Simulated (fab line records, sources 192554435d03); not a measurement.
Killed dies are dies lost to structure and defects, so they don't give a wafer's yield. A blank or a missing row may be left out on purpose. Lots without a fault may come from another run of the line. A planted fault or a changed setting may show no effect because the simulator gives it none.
Chamber matching | flow n5_finfet | N5_BEOL_M4_ILD_DEP_00 on pecvd-03: 3 sister chambers
The step deposits SiOC from DEMS/O2, target thk 79 nm, time 15.3 s. 6 wafers are shown with their chamber, then 6 later ones without.

WAFERS WITH THEIR CHAMBER
wafer  | chamber | throttle_valve_pct (%) | heater_power_w (W)
L695.1 | 2       | 11.2                   | 403
L698.4 | 1       | 12.5                   | 464
L698.5 | 2       | 11.1                   | 365
L701.3 | 0       | 11.8                   | 450
L701.5 | 1       | 12.6                   | 519
L701.6 | 0       | 11.4                   | 460

WAFERS WITHOUT THEIR CHAMBER
wafer  | throttle_valve_pct (%) | heater_power_w (W)
L702.2 | 11.2                   | 408
L702.5 | 12.2                   | 547
L702.6 | 11.4                   | 405
L715.2 | 11.6                   | 431
L715.3 | 11.2                   | 418
L715.6 | 11.4                   | 422

WHICH CHAMBER EACH WENT THROUGH
wafer  | from the rows above     | in truth
L702.2 | can't be placed: 2 or 0 | 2
L702.5 | can't be placed: 1 or 0 | 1
L702.6 | can't be placed: 2 or 0 | 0
L715.2 | 0                       | 0
L715.3 | can't be placed: 2 or 0 | 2
L715.6 | can't be placed: 0 or 2 | 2
Placed correctly: 1 of 6. Can't be placed from these rows: 5 (the true chamber is among the candidates in 5). Placed wrongly: 0.
How it was worked out, from the rows above alone: a wafer's distance from a chamber is the root of the sum, over the readings, of the square of ((its reading less the chamber's mean) divided by the reading's scatter). The wafer belongs to the nearest chamber; if the next one is less than 2 further off, it can't be placed. A chamber's mean is the mean of its shown wafers. The scatter: the root of (the sum of the squares of (reading less its chamber's mean) over the shown wafers, divided by (wafers less chambers)).
